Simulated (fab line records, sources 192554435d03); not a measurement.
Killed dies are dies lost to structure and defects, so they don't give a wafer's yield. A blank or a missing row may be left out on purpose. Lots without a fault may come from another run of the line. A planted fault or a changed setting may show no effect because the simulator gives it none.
Split-lot experiment | flow n5_finfet | 7 lots, 21 wafers read, on a route of 1938 steps

THE SPLIT
At N5_BEOL_M2_COAT_62 (time 60 s, resist thk 12 nm), the setting spin_rpm was moved away from the recipe's 1500 rpm on 6 of the 21 wafers read, by -10.0% to +10.3%. The other wafers ran this setting at the recipe's value.

FROM THE SPLIT TO THE READING: what the file shows between them, 5 steps
- N5_BEOL_M2_COAT_73: time 60 s, resist thk 5 nm
- N5_BEOL_M2_COAT_05: resist thk 30 nm
- N5_BEOL_M2_DESCUM_16: chemistry O2, time 7 s
- N5_BEOL_M2_ETCH_74: etches underlayer in N2/H2, target depth 6.5 nm, time 5.2 s
- N5_BEOL_M2_ETCH_63: etches SiARC in CF4, target depth 15.6 nm, time 26 s

THE READING
SiARC_of_BEOL_M2_COAT_62.thk_nm (the simulator's own value, which no gauge read), in nm, at N5_BEOL_M2_ETCH_64 (etches SOC in N2/H2, target depth 75 nm, overetch 22.5 nm, time 121.9 s). The file gives no usual value for it. The 15 wafers here that ran the recipe average 6.4 nm, standard deviation 0.18 nm.

wafer  | tool, chamber at the split | spin_rpm as run, rpm | against the recipe | SiARC_of_BEOL_M2_COAT_62.thk_nm, nm | against lot-mates on the recipe
L085.1 | litho_track-02, 0          | 1350                 | -10.0%             | 7.2                                 | no lot-mate on the recipe
L085.2 | litho_track-02, 0          | 1350                 | -10.0%             | 6.8                                 | no lot-mate on the recipe
L085.6 | litho_track-02, 0          | 1350                 | -10.0%             | 7                                   | no lot-mate on the recipe
L086.1 | litho_track-05, 0          | 1500                 | recipe             | 6.2                                 | -
L086.2 | litho_track-05, 0          | 1549                 | +3.3%              | 6.2                                 | -0.1
L086.5 | litho_track-05, 0          | 1500                 | recipe             | 6.4                                 | -
L088.1 | litho_track-04, 0          | 1500                 | recipe             | 6.4                                 | -
L088.2 | litho_track-04, 0          | 1500                 | recipe             | 6.4                                 | -
L088.3 | litho_track-04, 0          | 1500                 | recipe             | 6.6                                 | -
L090.1 | litho_track-04, 0          | 1500                 | recipe             | 6                                   | -
L090.2 | litho_track-04, 0          | 1500                 | recipe             | 6.2                                 | -
L090.3 | litho_track-04, 0          | 1500                 | recipe             | 6.2                                 | -
L091.3 | litho_track-04, 0          | 1500                 | recipe             | 6.6                                 | -
L091.6 | litho_track-04, 0          | 1500                 | recipe             | 6.6                                 | -
L091.4 | litho_track-04, 0          | 1654                 | +10.3%             | 5.6                                 | -1.0
L094.2 | litho_track-04, 0          | 1500                 | recipe             | 6.4                                 | -
L094.5 | litho_track-04, 0          | 1500                 | recipe             | 6.6                                 | -
L094.6 | litho_track-04, 0          | 1500                 | recipe             | 6.6                                 | -
L096.3 | litho_track-02, 0          | 1395                 | -7.0%              | 6.8                                 | +0.4
L096.4 | litho_track-02, 0          | 1500                 | recipe             | 6.4                                 | -
L096.5 | litho_track-02, 0          | 1500                 | recipe             | 6.4                                 | -

THE FIT
A straight line over all 21 wafers: SiARC_of_BEOL_M2_COAT_62.thk_nm changes by -0.0645 nm for each +1% of spin_rpm; r = -0.87; the points scatter about the line by 0.18 nm.
The same after taking each lot's own level away (the mean of its wafers on the recipe; 18 wafers): -0.0808 nm for each +1%; r = -0.92; scatter 0.11 nm.
On that fit, the largest move of spin_rpm shifts the reading by 0.83 nm.
The lots' own levels span 6.13 to 6.60 nm, that is 2.6 times the standard deviation above.
So the lot-to-lot level changes the slope: the two fits differ.
Check: with one of the wafers moved furthest among these (+10.3%) left out of the fit, the line predicts -0.528 nm for it against its lot-mates. It came out at -1 nm against them.

OTHER SPLITS ON THESE WAFERS
These wafers also went through other splits before the reading. Each is held against what the fit with the lots' levels taken away leaves over:
other split on the same wafers           | wafers away from the commonest value | r with SiARC_of_BEOL_M2_COAT_62.thk_nm (lot level and that fit taken away)
N5_GATE_CUT_CUT_ETCH_54 icp_w            | 4                                    | +0.21
N5_MOL_CONTACT_COAG_ALD_27 ald_cycles    | 5                                    | -0.32
N5_MOL_CONTACT_COAG_COAT_75 spin_rpm     | 6                                    | -0.16
N5_MOL_CONTACT_COAG_CVD_140 target_thk_a | 6                                    | +0.20
N5_BEOL_M0_SAQP_EXPOSE_37 dose_mj        | 8                                    | +0.21
N5_BEOL_M1_ETCH_64 source_w              | 4                                    | +0.02

THE WHOLE CHAIN: every reading that the file lists as answering this split, in the file's order
step               | what it does                                                            | reading                                                                          | change (the file's fit)                | r (the file's)
N5_BEOL_M2_COAT_62 | time 60 s, resist thk 12 nm                                             | SiARC_of_BEOL_M2_COAT_62.thk_nm (the simulator's own value, which no gauge read) | -0.0458 nm for each +1% of the setting | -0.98
N5_BEOL_M2_ETCH_63 | etches SiARC in CF4, target depth 15.6 nm, time 26 s                    | etch.depth_nm (the simulator's own value, which no gauge read)                   | -0.0592 nm for each +1% of the setting | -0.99
N5_BEOL_M2_ETCH_64 | etches SOC in N2/H2, target depth 75 nm, overetch 22.5 nm, time 121.9 s | SiARC_of_BEOL_M2_COAT_62.thk_nm (the simulator's own value, which no gauge read) | -0.0811 nm for each +1% of the setting | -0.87

THE FILE'S OWN FIT
SiARC_of_BEOL_M2_COAT_62.thk_nm changes by -0.0811 nm for each +1% of spin_rpm, r = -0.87.
